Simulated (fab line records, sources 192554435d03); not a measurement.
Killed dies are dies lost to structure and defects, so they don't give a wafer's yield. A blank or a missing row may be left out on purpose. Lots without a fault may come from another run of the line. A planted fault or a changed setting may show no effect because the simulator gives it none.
Problem report in the 8D (eight disciplines) form, filled by code | flow n5_finfet | the parts of the form that need people (team, actions taken, sign-off) are left out

1. THE PROBLEM
killed_at_M0_to_M3 at N5_PASSIVATION_PROBE_49 reads a mean of 107 on 3 wafers of 3 lots; wafers without a fault read 37 with a standard deviation of 12. That is +5.8 standard deviations from the usual mean.
First seen on wafer L587.3, day 14 07:44, on prober-02. The record holds 21 wafers of 7 lots with a number at this step. Rule for "out", or "out of limits": more than 4 standard deviations from the usual mean. The other wafers with a number count as sound.

2. WHAT IT IS AND WHAT IT IS NOT
question                    | is                     | is not
which readings at this step | killed_at_M0_to_M3     | killed_at_M4_up, killed_at_contacts, killed_at_front_end, killed_at_other, killed_open, killed_short, sort_bin_6_memory
which lots                  | L586, L587, L588       | L582, L584, L598, L599
which wafers of those lots  | L586.2, L587.3, L588.6 | L586.4, L586.5, L587.4, L587.6, L588.1, L588.2
read on which tools         | prober-01, prober-02   | -
when                        | from day 14 07:44      | up to then (6 sound wafers); but 12 sound wafers of L586, L587, L588, L598, L599 came after

3. SUSPECTS, AND WHAT RULES EACH OUT
Counting: a tool at a process step up to the reading stays a suspect if it ran every lot that is out. Sound lots after the first of them don't rule it out here, since some wafers of a struck lot are sound.
- rie_diel-01 at N5_BEOL_M0_ETCH_109 (etches SiCN in CH3F/O2, target depth 8 nm, overetch 2.4 nm, time 27.4 s): kept. It ran every lot that is out, first L586 (day 7 05:46); its last sound lot up to then is L584 (day 6 13:12).
- Within rie_diel-01 at N5_BEOL_M0_ETCH_109: the wafers that are out ran in chamber 0; their sound lot-mates ran in chambers 1, 2, 3.
Left after counting: rie_diel-01 at N5_BEOL_M0_ETCH_109.

4. THE CAUSE (what the simulator had put in)
Chamber particle source: rie_diel-01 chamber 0, from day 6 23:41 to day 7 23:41, at N5_BEOL_M0_ETCH_109. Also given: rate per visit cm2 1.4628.
Counting left only this tool.

5. THE CHAIN OF EFFECTS, in route order
Each row: a reading whose mean over the struck wafers that have a number lies more than 3 standard deviations from the usual. Only readings for which the record gives a usual standard deviation are gone through. hours: the time from each lot's start at the first step in this table that gives one to its start at this step, as a median over the lots. sigmas: the change in usual standard deviations.
hours | step                    | reading              | usual  | on struck wafers | change | sigmas
0     | N5_PASSIVATION_PROBE_49 | defect_limited_yield | 90.5 % | 84.7             | -5.8   | -3.4
0     | N5_PASSIVATION_PROBE_49 | killed_at_M0_to_M3   | 37     | 107              | +70    | +5.8
0     | N5_PASSIVATION_PROBE_49 | killed_dies          | 112    | 180              | +68    | +3.3
0     | N5_PASSIVATION_PROBE_49 | sort_n_pass          | 1068   | 1000             | -68    | -3.3
0     | N5_PASSIVATION_PROBE_49 | sort_yield_pct       | 90.5 % | 84.7             | -5.8   | -3.2
The process steps in it:
- N5_PASSIVATION_PROBE_49

6. WHAT WOULD HAVE CAUGHT IT SOONER
In this record the first reading out of limits was taken at day 14 07:44, 176 hours after the fault began at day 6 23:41.
Of the tool readings at N5_BEOL_M0_ETCH_109 for which the record gives a usual standard deviation, none was out on any struck wafer, so an alarm limit of 4 standard deviations on them would not have fired.
All the lots that are out (3) had begun N5_BEOL_M0_ETCH_109 on rie_diel-01 by day 14 07:44. A hold on the tool at that time would have spared none of them.
